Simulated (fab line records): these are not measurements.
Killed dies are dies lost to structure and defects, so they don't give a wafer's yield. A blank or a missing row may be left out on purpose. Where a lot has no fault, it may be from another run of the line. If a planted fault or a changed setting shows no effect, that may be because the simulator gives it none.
Matching of chambers ; flow n5 finfet ; N5_SD_EPI_P_DESCUM_14 on rie diel-03 has 4 sister chambers
The step chemistry O2, time 7.9 s. 4 wafers are shown with their chamber, then 9 later ones without.

## WAFERS PAIRED WITH THEIR CHAMBERS
wafer;chamber;drypump motor current A (A)
L084.6;2;6.4
L086.1;3;5.8
L086.3;1;5.2
L086.4;0;5.3

## WAFERS MISSING THEIR CHAMBER
wafer;drypump motor current A (A)
L087.4;6.4
L087.5;5.8
L087.6;5.3
L089.1;5.3
L089.3;6.4
L089.4;5.9
L095.1;6.4
L095.3;5.9
L095.4;5.2

## EACH ONE'S CHAMBER
wafer;from the rows above;in truth
L087.4;2;2
L087.5;3;3
L087.6;0;0
L089.1;0;0
L089.3;2;2
L089.4;3;3
L095.1;2;2
L095.3;3;3
L095.4;1;1
9 of 9 placed correctly. Left unplaced by these rows: 0. 0 placed wrongly.
How it was worked out, from the rows above alone: a wafer's distance from a chamber is the root of the sum, over the readings, of the square of ((its reading less the chamber's mean) divided by the reading's scatter). The wafer belongs to the nearest chamber; if the next one is less than 2 further off, it can't be placed. The mean given for a chamber averages the wafers shown for that chamber. The scatter (one wafer shown for each chamber): square how far every hidden wafer sits from the nearest shown wafer, average those squares and take the square root.
